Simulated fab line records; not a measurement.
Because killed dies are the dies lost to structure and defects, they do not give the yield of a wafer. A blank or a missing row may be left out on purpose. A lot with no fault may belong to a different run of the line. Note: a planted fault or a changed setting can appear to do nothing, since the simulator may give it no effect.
A struck lot beside a sound one	flow nand_harc	15 steps out of a route of 1159
Sound: the wafers L357.2, L357.3, L357.6. Struck: wafer L368.4 (left out: L368.5, a lot-mate that was not struck); the cause follows at the end.
Order at every step that has rows: each side's tool, ch and its chambers, its first start. Under that, the readings that differ: sound wafers	struck wafers	difference of the means	sigmas: that difference in standard deviations of wafers without a fault.
alike: same words and numbers on both sides, and readings whose means sit less than 2 such deviations apart. not compared: any withheld reading, any reading some wafer has no value for, any bound like >300 that may hide the same value, and any number with overlapping values for which the record gives no deviation.
Wherever a step has rows on one side only, a row that says differs or no value, or a row with sigmas, the two part there. Numbers that have no deviation but don't overlap get no sigmas and don't part them. Lack of a reading on every wafer of one side parts them only where that side has two or more wafers.

first, 7 steps without rows for these wafers: NHARC_A_BLC_COAT_03 (time 65 s); NHARC_A_BLC_COAT_04 (resist thk 90 nm); NHARC_A_BLC_SOFTBAKE_05 (time 55 s); NHARC_A_BLC_EBR_06; NHARC_A_BLC_EXPOSE_07 (exposes mask A BLC, target cd 100 nm); NHARC_A_BLC_PEB_08 (peb time 65 s); NHARC_A_BLC_DEVELOP_09 (develop time 35 s).
NHARC_A_BLC_CD_MEAS_10: target cd 100 nm.
  sound on cd_sem-03 ch 0, day 19 13:00; struck on cd_sem-01 ch 0, day 21 21:44
  alike: cd_nm
NHARC_A_BLC_OVL_MEAS_11:
  struck on overlay-01, day 21 21:50; sound on overlay-01, day 19 13:05
  alike: overlay_x_nm, overlay_y_nm
NHARC_A_BLC_INSPECT_12:
  struck on defect_inspect-01, day 21 21:52; sound on defect_inspect-02, day 19 13:07
  alike: raw_defect_count
NHARC_A_BLC_DESCUM_15: chemistry O2, time 3 s.
  sound on rie_diel-11 ch 0,2, day 19 13:11; struck on rie_diel-12 ch 2, day 21 21:58
  alike: drypump_motor_current_A, oes_product_au, rf_vpp_V, showerhead_plenum_p_Torr, throttle_valve_pct
  not compared: rf_hours_counter_h
NHARC_A_BLC_ETCH_16: etches the open film in CF4, target depth 39 nm, time 65 s.
  sound on rie_diel-11 ch 0,1,2, day 19 13:16; struck on rie_diel-12 ch 2, day 21 22:03
reading	sound	struck	difference	sigmas
run_length_s (s)	85.4 86.4 86.0	87.3	+1.4	+2
  alike: drypump_motor_current_A, oes_product_au, rf_vpp_V, showerhead_plenum_p_Torr, throttle_valve_pct
  not compared: rf_hours_counter_h
NHARC_A_BLC_ETCH_17: etches the open film in N2/H2, target depth 390 nm, time 609.38 s.
  sound on rie_diel-11 ch 0,2,3, day 19 13:22; struck on rie_diel-12 ch 3, day 21 22:22
reading	sound	struck	difference	sigmas
run_length_s (s)	630.2 630.3 630.6	391.6	-238.8	-99 or more
model.A_BLC.cd_nm (nm)	99.68 97.75 98.34	104.6	+6.0	
  alike: drypump_motor_current_A, n2_flow_sccm, oes_product_au, rf_vpp_V, showerhead_plenum_p_Torr, throttle_valve_pct
  not compared: rf_hours_counter_h
NHARC_A_BLC_ETCH_18: etches the open film in C4F8/O2/Ar, target depth 910 nm.
  sound: rie_diel-11 ch 0,3; struck: rie_diel-12 ch 2
reading	sound	struck	difference	sigmas
model.A_BLC.cd_nm (nm)	100.4 97.3 97.19	102.3	+4.0	
  alike: oes_product_au, rf_vpp_V
  not compared: rf_hours_counter_h
NHARC_A_BLC_CD_MEAS_19:
  struck on cd_sem-02, day 21 23:05; sound on cd_sem-01, day 19 14:09
reading	sound	struck	difference	sigmas
cd_nm (nm)	100.2 97.4 97.3	102.4	+4.1	+3

WHERE THEY PART
Earliest at NHARC_A_BLC_ETCH_16; latest, in this record, at NHARC_A_BLC_CD_MEAS_19.

WHY: what the simulator had put in
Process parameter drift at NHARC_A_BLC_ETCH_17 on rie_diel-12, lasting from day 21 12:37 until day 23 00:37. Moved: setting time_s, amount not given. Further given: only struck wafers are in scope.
